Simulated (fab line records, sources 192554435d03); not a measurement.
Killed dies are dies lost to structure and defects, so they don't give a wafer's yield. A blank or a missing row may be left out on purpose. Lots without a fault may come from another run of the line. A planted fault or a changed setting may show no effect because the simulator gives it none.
A struck lot beside a sound one | flow n5_finfet | 14 steps out of a route of 1938
Sound: wafers L790.1, L790.4, L790.5. Struck: wafers L792.2, L792.4, L792.6. The cause comes at the end.
At each step with rows: each side's tool, then ch and its chambers, then its first start. Under that, the readings that differ: sound wafers | struck wafers | difference of the means | sigmas: that difference in standard deviations of wafers without a fault.
alike: readings whose means differ by less than 2 such deviations, and words and numbers that are the same on both sides. not compared: withheld readings, readings that some wafer has no value for, bounds like >300 that may hide the same value, and numbers for which the record gives no deviation and whose values overlap.
The two part at a step that has a row with sigmas, a row that says differs or no value, or rows on one side only. Numbers that don't overlap but have no deviation are shown without sigmas and don't part them. A reading that every wafer of one side lacks parts them only if that side has two wafers or more.

N5_PASSIVATION_AL_ETCH_33: etches Al in Cl2/BCl3, stops on TaN, target depth 2800 nm, time 466.7 s.
  sound on rie_metal-03 ch 0, day 13 15:52; struck on rie_metal-01 ch 0,1, day 14 09:29
  reading                | sound          | struck         | difference | sigmas
  throttle_valve_pct (%) | 33.9 33.9 33.9 | 34.7 34.8 34.8 | +0.9       | +2
  alike: drypump_motor_current_A, oes_product_au
  not compared: rf_hours_counter_h
N5_PASSIVATION_ETCH_59: etches TaN in Cl2/BCl3, target depth 65 nm, time 34.9 s.
  sound on rie_metal-03 ch 0, day 13 16:16; struck on rie_metal-01 ch 0,1, day 14 09:53
  alike: drypump_motor_current_A, oes_product_au, throttle_valve_pct
  not compared: rf_hours_counter_h
N5_PASSIVATION_STRIP_34: strips in O2.
  sound on rie_diel-02 ch 0,2, day 13 16:23; struck on rie_diel-05 ch 0,1,2, day 14 10:00
  alike: drypump_motor_current_A, oes_product_au, rf_vpp_V, showerhead_plenum_p_Torr, throttle_valve_pct
  not compared: rf_hours_counter_h
then, 4 steps without rows for these wafers: N5_PASSIVATION_STRIP_51 (strips in post etch residue remover, time 1200 s); N5_PASSIVATION_CLEAN_69 (cleans in IPA, time 180 s); N5_PASSIVATION_SRD_70 (time 30 s); N5_PASSIVATION_PECVD_53 (deposits SiO2 from TEOS/O2, target thk 800 nm, time 169.4 s).
N5_PASSIVATION_PECVD_35: deposits SiNx from SiH4/NH3/N2, target thk 700 nm, time 151.3 s.
  sound on pecvd-04 ch 0,2, day 13 17:00; struck on pecvd-02 ch 0,1,2, day 14 10:37
  alike: chamber_pressure_Torr, heater_power_w, showerhead_plenum_p_Torr, susceptor_temp_C, throttle_valve_pct
then, 4 steps without rows for these wafers: N5_PASSIVATION_HMDS_37 (time 60 s); N5_PASSIVATION_COAT_38; N5_PASSIVATION_EBR_40; N5_PASSIVATION_SOFTBAKE_39 (time 120 s).
N5_PASSIVATION_EXPOSE_41: exposes mask PASS OPEN, defocus 0 nm, target cd 40000 nm.
  sound on krf_scanner-01 ch 0, day 13 17:23; struck on krf_scanner-01, day 14 10:52
  no value came back on the struck wafers for exposure_dose_mJ_cm2, focus_offset_nm (nm); on the sound wafers exposure_dose_mJ_cm2 reads 57.22 57.19 57.32
  alike: mask
then, 1 step without rows for these wafers: N5_PASSIVATION_PEB_42.

WHERE THEY PART
First at N5_PASSIVATION_AL_ETCH_33; last, within this record, at N5_PASSIVATION_EXPOSE_41.

WHY: what the simulator had put in
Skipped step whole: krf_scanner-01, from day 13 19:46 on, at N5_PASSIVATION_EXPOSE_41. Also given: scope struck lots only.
